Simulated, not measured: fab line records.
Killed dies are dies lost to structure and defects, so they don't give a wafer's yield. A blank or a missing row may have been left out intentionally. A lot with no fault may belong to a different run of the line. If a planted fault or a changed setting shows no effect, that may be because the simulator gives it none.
Check for tools in common    flow nand-harc    Lots sampled 11, wafers sampled 39

REASON FOR OPENING
On 2 of the 11 lots, a flag is raised at NHARC_A_CHANNEL_HOLE_D2_CD_MEAS_31 on the reading cd-nm. Fault-free wafers read 89.9 nm, with a standard deviation of 1.9.
Rule: a lot is flagged when every wafer of it that has a number lies more than 4 standard deviations from that mean, or none has a number. The other lots count as sound.

lot   measured      on         cd-nm (nm), wafer by wafer   flag
L775  day 13 10:48  cd-sem-01  87.7 87.2 87.0               
L777  day 14 12:07  cd-sem-02  85.5 91.8 90.2               
L779  day 14 20:34  cd-sem-03  87.8 91.2 87.6               
L780  day 15 08:44  cd-sem-01  90.9 89.9 93.7               
L782  day 16 00:57  cd-sem-03  89.5 89.9 89.2               
L783  day 16 22:08  cd-sem-01  89.8 90.0 92.0               
L784  day 18 02:28  cd-sem-02  94.5 87.7 90.1               
L786  day 18 09:04  cd-sem-03  90.8 89.8 92.0               
L787  day 18 20:19  cd-sem-01  87.8 91.0 90.1               
L790  day 19 19:44  cd-sem-02  0.3 -1.7 -0.3 0.3 -2.0 -0.6  FLAGGED
L789  day 19 22:05  cd-sem-03  3.6 0.6 0.1 3.2 0.5 0.0      FLAGGED
Average over the flagged lots: 0.3 nm; offset from the usual -89.6 nm, equal to -47 standard deviations.

WHICH TOOL RAN EACH LOT
Before the reading, the record contains 3 process steps out of a 1302-step route. Each cell gives the tool, then ch followed by the chambers the sampled wafers passed through, then the start.
lot   flag     NHARC_A_CHANNEL_HOLE_D2_ETCH_38     NHARC_A_CHANNEL_HOLE_D2_ETCH_21   NHARC_A_CHANNEL_HOLE_D2_ETCH_27
L775           rie-diel-05 ch 0,1,2, day 12 23:54  har-etch-02 ch 0, day 13 01:58    har-etch-02 ch 0, day 13 08:59
L777           rie-diel-06 ch 0,1,2, day 14 05:29  har-etch-02 ch 0,1, day 14 07:00  har-etch-02 ch 0,1, day 14 10:34
L779           rie-diel-05 ch 0,1,2, day 14 13:55  har-etch-02 ch 0,1, day 14 15:32  har-etch-02 ch 0,1, day 14 19:02
L780           rie-diel-06 ch 1,2,3, day 15 02:08  har-etch-01 ch 0,1, day 15 03:43  har-etch-01 ch 0,1, day 15 07:14
L782           rie-diel-09 ch 1,2, day 15 18:21    har-etch-01 ch 0,1, day 15 19:52  har-etch-01 ch 0,1, day 15 23:25
L783           rie-diel-06 ch 1,3, day 16 15:23    har-etch-02 ch 0,1, day 16 16:53  har-etch-02 ch 0,1, day 16 20:26
L784           rie-diel-05 ch 2,3, day 17 17:23    har-etch-01 ch 0,1, day 17 18:55  har-etch-01 ch 0,1, day 18 00:54
L786           rie-diel-09 ch 0,2,3, day 18 02:27  har-etch-02 ch 0,1, day 18 03:58  har-etch-02 ch 0,1, day 18 07:31
L787           rie-diel-09 ch 2,3, day 18 10:32    har-etch-02 ch 1, day 18 15:13    har-etch-02 ch 1, day 18 18:47
L790  FLAGGED  rie-diel-05 ch 1,2,3, day 19 10:55  har-etch-02 ch 0,1, day 19 14:50  har-etch-02 ch 0,1, day 19 18:17
L789  FLAGGED  rie-diel-09 ch 0,1,3, day 19 11:43  har-etch-01 ch 0,1, day 19 17:01  har-etch-01 ch 0,1, day 19 20:34
What is done by these steps:
- NHARC_A_CHANNEL_HOLE_D2_ETCH_38: etches the open film in CF4, target depth 39 nm, time 65 s.
- NHARC_A_CHANNEL_HOLE_D2_ETCH_21: etches the open film in C4F8/O2/Ar, time 514.3 s, target depth 1600 nm.
- NHARC_A_CHANNEL_HOLE_D2_ETCH_27: etches the open film in C4F8/O2/Ar, time 90 s, target depth 400 nm.
- NHARC_A_CHANNEL_HOLE_D2_CD_MEAS_31

FLAGGED OVER TOTAL, TOOL BY TOOL (the gauges that took the reading come last)
step                                tool         lots run  flagged  share of the flagged lots  sound lots run after its first flagged lot
NHARC_A_CHANNEL_HOLE_D2_ETCH_38     rie-diel-05  4         1        some                       0
NHARC_A_CHANNEL_HOLE_D2_ETCH_38     rie-diel-06  3         0        none                       -
NHARC_A_CHANNEL_HOLE_D2_ETCH_38     rie-diel-09  4         1        some                       0
NHARC_A_CHANNEL_HOLE_D2_ETCH_21     har-etch-01  4         1        some                       0
NHARC_A_CHANNEL_HOLE_D2_ETCH_21     har-etch-02  7         1        some                       0
NHARC_A_CHANNEL_HOLE_D2_ETCH_27     har-etch-01  4         1        some                       0
NHARC_A_CHANNEL_HOLE_D2_ETCH_27     har-etch-02  7         1        some                       0
NHARC_A_CHANNEL_HOLE_D2_CD_MEAS_31  cd-sem-01    4         0        none                       -
NHARC_A_CHANNEL_HOLE_D2_CD_MEAS_31  cd-sem-02    3         1        some                       0
NHARC_A_CHANNEL_HOLE_D2_CD_MEAS_31  cd-sem-03    4         1        some                       0

WHAT THE TABLE PERMITS
No row of the table ran every flagged lot.

WHAT THE SIMULATOR HAD INSERTED
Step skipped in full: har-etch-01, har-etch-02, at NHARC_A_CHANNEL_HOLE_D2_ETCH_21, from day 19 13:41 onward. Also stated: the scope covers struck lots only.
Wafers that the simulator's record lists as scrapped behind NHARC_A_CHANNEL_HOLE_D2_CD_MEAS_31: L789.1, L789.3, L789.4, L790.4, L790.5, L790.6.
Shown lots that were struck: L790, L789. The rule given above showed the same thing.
